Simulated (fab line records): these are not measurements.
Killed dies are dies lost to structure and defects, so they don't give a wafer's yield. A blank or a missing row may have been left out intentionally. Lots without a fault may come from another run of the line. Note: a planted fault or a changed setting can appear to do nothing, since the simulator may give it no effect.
Chamber matching    flow n5Finfet    N5_BEOL_M5_ETCH_72 on rieDiel-03: 4 sister chambers
The step etches underlayer in N2/H2, target depth 6.5 nm, time 5.2 s. 8 wafers are shown with their chamber, then 8 later ones without.

WAFERS WITH THEIR CHAMBER
wafer   chamber  showerheadPlenumPTorr (Torr)  rfVppV (V)
L077.3  3        2.35                          519
L080.3  0        2.60                          526
L078.1  0        2.60                          526
L078.3  2        2.64                          528
L078.6  2        2.64                          527
L082.4  3        2.35                          520
L082.6  1        2.63                          528
L092.1  1        2.62                          528

WAFERS WITH NO CHAMBER GIVEN
wafer   showerheadPlenumPTorr (Torr)  rfVppV (V)
L092.4  2.62                          523
L092.6  2.64                          528
L093.1  2.34                          519
L093.4  2.62                          525
L093.5  2.63                          527
L096.2  2.34                          516
L096.3  2.63                          525
L096.6  2.59                          525

WHICH CHAMBER EACH ONE RAN IN
wafer   from the rows above           in truth
L092.4  can't be placed: 0 or 1       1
L092.6  2                             2
L093.1  3                             3
L093.4  can't be placed: 0 or 1 or 2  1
L093.5  can't be placed: 1 or 2       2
L096.2  3                             3
L096.3  can't be placed: 2 or 1       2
L096.6  0                             0
Correct placement for 4 of the 8. From these rows, 4 cannot be placed; in 4 the true chamber is one of the candidates. Number placed wrongly: 0.
How it was worked out, from the rows above alone: a wafer's distance from a chamber is the root of the sum, over the readings, of the square of ((its reading less the chamber's mean) divided by the reading's scatter). If the next closest chamber is less than 2 further off than the closest, the wafer can't be placed; otherwise it belongs to the closest. For every chamber, the mean is computed from those of its wafers that are shown. How the scatter is found: for the shown wafers, subtract from each reading the mean of its chamber, square and add these, divide the total by (wafers less chambers), then take the root.
